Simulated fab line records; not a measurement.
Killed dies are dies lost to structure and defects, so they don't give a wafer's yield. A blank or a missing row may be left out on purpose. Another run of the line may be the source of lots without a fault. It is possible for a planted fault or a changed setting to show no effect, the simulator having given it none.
Matching of chambers || flow nand harc || 4 sister chambers for NHARC_THIN_TSV_CMP_21 on cmp-02
The step polishes, t overpolish 30 s, target thk 2000 nm. 16 wafers are shown with their chamber, then 8 later ones without.

== WAFERS, EACH WITH ITS CHAMBER ==
{"wafer": "L952.2", "chamber": 1, "motor current A (A)": 11.6, "overpolish run s (s)": 30.014}
{"wafer": "L952.3", "chamber": 2, "motor current A (A)": 13.6, "overpolish run s (s)": 30.016}
{"wafer": "L952.6", "chamber": 1, "motor current A (A)": 11.2, "overpolish run s (s)": 30.006}
{"wafer": "L954.2", "chamber": 1, "motor current A (A)": 11.9, "overpolish run s (s)": 30.011}
{"wafer": "L954.3", "chamber": 2, "motor current A (A)": 13.2, "overpolish run s (s)": 29.987}
{"wafer": "L954.5", "chamber": 3, "motor current A (A)": 11.3, "overpolish run s (s)": 29.995}
{"wafer": "L955.3", "chamber": 0, "motor current A (A)": 9.9, "overpolish run s (s)": 30.002}
{"wafer": "L955.4", "chamber": 1, "motor current A (A)": 11.7, "overpolish run s (s)": 29.995}
{"wafer": "L955.5", "chamber": 0, "motor current A (A)": 10.0, "overpolish run s (s)": 29.998}
{"wafer": "L950.2", "chamber": 2, "motor current A (A)": 13.2, "overpolish run s (s)": 30.012}
{"wafer": "L950.4", "chamber": 0, "motor current A (A)": 10.6, "overpolish run s (s)": 29.995}
{"wafer": "L950.6", "chamber": 1, "motor current A (A)": 11.3, "overpolish run s (s)": 30.015}
{"wafer": "L960.3", "chamber": 2, "motor current A (A)": 13.0, "overpolish run s (s)": 30.004}
{"wafer": "L960.4", "chamber": 3, "motor current A (A)": 11.0, "overpolish run s (s)": 30.000}
{"wafer": "L960.5", "chamber": 2, "motor current A (A)": 13.5, "overpolish run s (s)": 29.984}
{"wafer": "L964.2", "chamber": 1, "motor current A (A)": 11.2, "overpolish run s (s)": 30.009}

SIGNATURES (averages over the wafers above)
{"reading": "motor current A", "chamber 0": 10.167, "chamber 1": 11.483, "chamber 2": 13.300, "chamber 3": 11.150, "scatter within a chamber": 0.289}
{"reading": "overpolish run s", "chamber 0": 29.99833, "chamber 1": 30.00833, "chamber 2": 30.00060, "chamber 3": 29.99750, "scatter within a chamber": 0.00976}
Rule: for each reading, subtract the chamber's mean from the wafer's reading, divide by that reading's scatter and square the result; add these up over the readings and take the root, which gives the wafer's distance from the chamber. If the next closest chamber is less than 2 further off than the closest, the wafer can't be placed; otherwise it belongs to the closest. The scatter is the square root of a quotient: the sum, over the shown wafers, of each reading's squared deviation from its chamber's mean, divided by wafers minus chambers.

== WAFERS MISSING THEIR CHAMBER ==
{"wafer": "L964.5", "motor current A (A)": 10.9, "overpolish run s (s)": 30.004}
{"wafer": "L964.6", "motor current A (A)": 10.3, "overpolish run s (s)": 29.986}
{"wafer": "L970.3", "motor current A (A)": 13.8, "overpolish run s (s)": 30.005}
{"wafer": "L970.4", "motor current A (A)": 10.5, "overpolish run s (s)": 29.999}
{"wafer": "L970.5", "motor current A (A)": 11.1, "overpolish run s (s)": 30.007}
{"wafer": "L972.3", "motor current A (A)": 13.3, "overpolish run s (s)": 29.998}
{"wafer": "L972.5", "motor current A (A)": 10.9, "overpolish run s (s)": 29.992}
{"wafer": "L972.6", "motor current A (A)": 9.5, "overpolish run s (s)": 30.011}

== CHAMBER TAKEN BY EACH ==
{"wafer": "L964.5", "from the rows above": "can't be placed: 3 or 1 or 0", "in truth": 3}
{"wafer": "L964.6", "from the rows above": "can't be placed: 0 or 3", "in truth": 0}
{"wafer": "L970.3", "from the rows above": 2, "in truth": 2}
{"wafer": "L970.4", "from the rows above": "can't be placed: 0 or 3", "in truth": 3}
{"wafer": "L970.5", "from the rows above": "can't be placed: 3 or 1", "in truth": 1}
{"wafer": "L972.3", "from the rows above": 2, "in truth": 2}
{"wafer": "L972.5", "from the rows above": "can't be placed: 3 or 0 or 1", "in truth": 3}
{"wafer": "L972.6", "from the rows above": 0, "in truth": 0}
Correct placement for 3 of the 8. Not placeable from these rows: 5 (in 5, the candidates include the true chamber). 0 placed wrongly.
